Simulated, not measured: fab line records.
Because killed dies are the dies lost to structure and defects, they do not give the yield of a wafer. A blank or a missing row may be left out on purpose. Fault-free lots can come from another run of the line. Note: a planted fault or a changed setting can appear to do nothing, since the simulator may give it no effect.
The tool behind it: which one? || flow nand_harc || 10 lots with 30 wafers sampled at 3 steps, on a route of 1302 steps

## WHAT THE GAUGES SHOWED, per wafer
NHARC_P_M1_CD_MEAS_09: target cd 130 nm.
{"lot": "L614", "measured": "day 6 16:50", "on": "cd_sem-02", "cd_nm (nm)": "128.9 129.4 129.1"}
{"lot": "L620", "measured": "day 9 12:22", "on": "cd_sem-02", "cd_nm (nm)": "136.3 135.2 135.3"}
{"lot": "L621", "measured": "day 9 12:46", "on": "cd_sem-02", "cd_nm (nm)": "134.8 135.5 135.2"}
{"lot": "L628", "measured": "day 12 09:52", "on": "cd_sem-02", "cd_nm (nm)": "127.9 129.5 128.0"}
{"lot": "L629", "measured": "day 13 00:26", "on": "cd_sem-02", "cd_nm (nm)": "131.2 131.8 131.0"}
{"lot": "L630", "measured": "day 13 08:26", "on": "cd_sem-03", "cd_nm (nm)": "130.1 128.9 128.5"}
{"lot": "L631", "measured": "day 13 15:56", "on": "cd_sem-02", "cd_nm (nm)": "128.4 128.4 128.7"}
{"lot": "L633", "measured": "day 14 13:24", "on": "cd_sem-02", "cd_nm (nm)": "128.7 129.1 129.3"}
{"lot": "L635", "measured": "day 15 10:31", "on": "cd_sem-02", "cd_nm (nm)": "129.4 129.6 129.0"}
{"lot": "L636", "measured": "day 15 21:52", "on": "cd_sem-02", "cd_nm (nm)": "130.2 130.2 129.8"}

## TOOL THAT RAN EACH LOT (tool first, then ch and the chambers of the sampled wafers, then the start)
{"lot": "L614", "NHARC_P_M0_ANNEAL_30": "rtp_anneal-01 ch 0, day 6 14:38", "NHARC_P_M1_PEB_07": "litho_track-06 ch 0, day 6 16:46"}
{"lot": "L620", "NHARC_P_M0_ANNEAL_30": "rtp_anneal-01 ch 0, day 9 10:09", "NHARC_P_M1_PEB_07": "litho_track-06 ch 0, day 9 12:17"}
{"lot": "L621", "NHARC_P_M0_ANNEAL_30": "rtp_anneal-02 ch 0, day 9 10:43", "NHARC_P_M1_PEB_07": "litho_track-06 ch 0, day 9 12:41"}
{"lot": "L628", "NHARC_P_M0_ANNEAL_30": "rtp_anneal-02 ch 0, day 12 07:43", "NHARC_P_M1_PEB_07": "litho_track-06 ch 0, day 12 09:47"}
{"lot": "L629", "NHARC_P_M0_ANNEAL_30": "rtp_anneal-02 ch 0, day 12 22:20", "NHARC_P_M1_PEB_07": "litho_track-04 ch 0, day 13 00:20"}
{"lot": "L630", "NHARC_P_M0_ANNEAL_30": "rtp_anneal-01 ch 0, day 13 06:13", "NHARC_P_M1_PEB_07": "litho_track-06 ch 0, day 13 08:21"}
{"lot": "L631", "NHARC_P_M0_ANNEAL_30": "rtp_anneal-01 ch 0, day 13 13:55", "NHARC_P_M1_PEB_07": "litho_track-06 ch 0, day 13 15:51"}
{"lot": "L633", "NHARC_P_M0_ANNEAL_30": "rtp_anneal-02 ch 0, day 14 11:02", "NHARC_P_M1_PEB_07": "litho_track-06 ch 0, day 14 13:19"}
{"lot": "L635", "NHARC_P_M0_ANNEAL_30": "rtp_anneal-01 ch 0, day 15 08:19", "NHARC_P_M1_PEB_07": "litho_track-04 ch 0, day 15 10:26"}
{"lot": "L636", "NHARC_P_M0_ANNEAL_30": "rtp_anneal-01 ch 0, day 15 19:49", "NHARC_P_M1_PEB_07": "litho_track-01 ch 0, day 15 21:47"}
- NHARC_P_M0_ANNEAL_30: time 90 s.
- NHARC_P_M1_PEB_07: peb time 65 s.

## THE ANSWER, worked out from the rows above alone
Rule: the usual values come from the lots themselves. The widest of any qualifying gaps counts: lots, ordered by their means at a reading, are off when they make up no more than a third of the lots, leave a main group of 4 or more, and stand apart from it by 3 or more times the standard deviation of that group's means. A main group is skipped when, at the precision printed for the reading in the tables above, its means are all equal. Also off: a lot with no number at a reading for which 4 or more lots have one. The other lots that the step has rows for count as sound.
Off, at NHARC_P_M1_CD_MEAS_09 on cd_nm: L620, L621. Main group: mean 129.4 nm, sd 0.87.
If a tool, at a process step before that reading, ran all the lots that are off and no sound lot after the first of them, it fits. Gauges at NHARC_P_M1_CD_MEAS_09: tried the same way as those tools. Of those tried, none fits.

## WHAT THE SIMULATOR HAD PUT IN
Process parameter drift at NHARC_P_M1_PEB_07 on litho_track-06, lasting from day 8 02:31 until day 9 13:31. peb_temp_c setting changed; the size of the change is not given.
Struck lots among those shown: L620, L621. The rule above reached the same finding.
